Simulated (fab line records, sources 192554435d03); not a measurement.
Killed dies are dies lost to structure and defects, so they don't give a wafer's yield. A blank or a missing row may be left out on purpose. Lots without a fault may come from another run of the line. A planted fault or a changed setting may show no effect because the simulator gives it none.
A struck lot beside a sound one | flow n5_finfet | 38 steps out of a route of 1938
Sound: wafers L556.1, L556.4, L556.6. Struck: wafers L551.1, L551.3, L551.4. The cause comes at the end.
At each step with rows: each side's tool, then ch and its chambers, then its first start. Under that, the readings that differ: sound wafers | struck wafers | difference of the means | sigmas: that difference in standard deviations of wafers without a fault.
alike: readings whose means differ by less than 2 such deviations, and words and numbers that are the same on both sides. not compared: withheld readings, readings that some wafer has no value for, bounds like >300 that may hide the same value, and numbers for which the record gives no deviation and whose values overlap.
The two part at a step that has a row with sigmas, a row that says differs or no value, or rows on one side only. Numbers that don't overlap but have no deviation are shown without sigmas and don't part them. A reading that every wafer of one side lacks parts them only if that side has two wafers or more.

first, 9 steps without rows for these wafers: N5_GATE_CUT_COAT_07 (resist thk 30 nm); N5_GATE_CUT_EBR_09; N5_GATE_CUT_SOFTBAKE_08 (time 60 s); N5_GATE_CUT_EXPOSE_10 (exposes mask GATE CUT, target cd 20 nm); N5_GATE_CUT_PEB_11 (peb time 60 s); N5_GATE_CUT_DEVELOP_12 (develop time 30 s); N5_GATE_CUT_DESCUM_18 (chemistry O2, time 7 s); N5_GATE_CUT_ETCH_28 (etches underlayer in N2/H2, target depth 13 nm, time 10.4 s); N5_GATE_CUT_ETCH_36 (etches SiARC in CF4, target depth 13 nm, time 21.7 s).
N5_GATE_CUT_ETCH_37: etches SOC in N2/H2, target depth 60 nm, overetch 12 nm, time 90 s.
  sound on rie_diel-01 ch 2,3, day 9 18:04; struck on rie_diel-04 ch 0,1,3, day 8 18:05
  reading                                     | sound             | struck            | difference | sigmas
  bias_w (W)                                  | 149.5 150.1 150.1 | 99.9 101.9 101.4  | -48.8      | -99 or more
  rf_vpp_V (V)                                | 523.7 523.4 520.9 | 406.4 404.5 405.2 | -117.3     | -49
  model.SiARC_of_GATE_CUT_COAT_35.thk_nm (nm) | 6.2 6.2 6.2       | 7.8 7.8 7.6       | +1.5       |
  alike: drypump_motor_current_A, oes_product_au, showerhead_plenum_p_Torr, throttle_valve_pct
  not compared: rf_hours_counter_h, model.etch.depth_nm
then, 8 steps without rows for these wafers: N5_GATE_CUT_STRIP_38 (strips in N2/H2); N5_GATE_CUT_STRIP_39 (strips in N2/H2); N5_GATE_CUT_HM_OPEN_40 (chemistry C4F6/O2, target SiO2, target depth 139 nm, time 85.1 s); N5_GATE_CUT_STRIP_41 (strips in CF4); N5_GATE_CUT_STRIP_42 (strips in O2); N5_GATE_CUT_ETCH_19 (etches SiNx in CH3F/O2, target depth 53.7 nm, time 76.7 s); N5_GATE_CUT_CUT_ETCH_53 (etches W in SF6/Cl2, target depth 79.2 nm); N5_GATE_CUT_CUT_ETCH_54 (etches TiN in Cl2/BCl3, target depth 96.7 nm).
N5_GATE_CUT_CUT_ETCH_55: etches HfO2 in BCl3, target depth 3.2 nm.
  sound on rie_metal-03 ch 0, day 9 18:30; struck on rie_metal-01 ch 0,1, day 8 18:31
  reading                | sound             | struck            | difference | sigmas
  oes_product_au (a.u.)  | 0.85 0.84 0.84    | 0.62 0.71 0.78    | -0.14      | -4
  throttle_valve_pct (%) | 32.66 32.67 32.67 | 33.37 33.38 33.42 | +0.72      | +2
  alike: bias_w, drypump_motor_current_A
  not compared: rf_hours_counter_h
then, 17 steps without rows for these wafers: N5_GATE_CUT_ETCH_47 (etches SiO2 in Cl2/BCl3, target depth 10 nm); N5_GATE_CUT_VAPOR_ETCH_48 (etches TiN in BCl3/Cl2); N5_GATE_CUT_VAPOR_ETCH_49 (etches TiAlC in BCl3/Cl2); N5_GATE_CUT_VAPOR_ETCH_51 (etches HfO2 in BCl3/Cl2); N5_GATE_CUT_STRIP_21 (strips in N2/H2, time 30 s); N5_GATE_CUT_STRIP_29 (strips in post etch residue remover, time 60 s); N5_GATE_CUT_SRD_52 (time 30 s); N5_GATE_CUT_ALD_22 (deposits SiNx, target thk 16 nm, pulse time 1 s, ald cycles 320); N5_GATE_CUT_CMP_23 (polishes, stops on SiO2, t overpolish 23.4 s, target thk 16 nm); N5_GATE_CUT_CMP_43 (polishes SiO2); N5_GATE_CUT_CMP_61 (polishes, stops on SiNx, t overpolish 3 s); N5_MOL_CONTACT_COAG_COAT_103 (time 60 s, resist thk 80 nm); N5_MOL_CONTACT_COAG_COAT_104 (time 60 s, resist thk 12 nm); N5_MOL_CONTACT_COAG_COAT_58 (time 60 s, resist thk 10 nm); N5_MOL_CONTACT_COAG_COAT_02 (resist thk 30 nm); N5_MOL_CONTACT_COAG_EBR_04; N5_MOL_CONTACT_COAG_SOFTBAKE_03 (time 60 s).
-- the record jumps here: 3 days lie between the struck wafers' starts before and after (it left off in module MOL_CONTACT_COAG and takes up again in module BEOL_M4, whose first step shown is number 1111 of the route) --
N5_BEOL_M4_RC_MEAS_101:
  sound on prober-02 ch 0, day 13 00:50; struck on prober-02 ch 0, day 11 17:36
  reading        | sound             | struck            | difference | sigmas
  IOFF_N (nA/um) | 0.185 0.225 0.237 | 0.141 0.156 0.145 | -0.068     | -2
  IOFF_P (nA/um) | 0.22 0.28 0.28    | 0.19 0.20 0.19    | -0.07      | -2
  alike: DIBL_N, DIBL_P, ION_N, ION_P, SS_N, SS_P, VT_N, VT_P
-- the record jumps here: 4 days lie between the struck wafers' starts before and after (it left off in module BEOL_M4 and takes up again in module PASSIVATION, whose first step shown is number 1936 of the route) --
N5_PASSIVATION_PROBE_49:
  the record has rows for the struck wafers here (prober-01, day 15 18:01) and none for the sound ones

WHERE THEY PART
First at N5_GATE_CUT_ETCH_37; last, within this record, at N5_PASSIVATION_PROBE_49.

WHY: what the simulator had put in
Process parameter drift: rie_diel-04, from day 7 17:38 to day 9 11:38, at N5_GATE_CUT_ETCH_37. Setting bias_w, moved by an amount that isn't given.
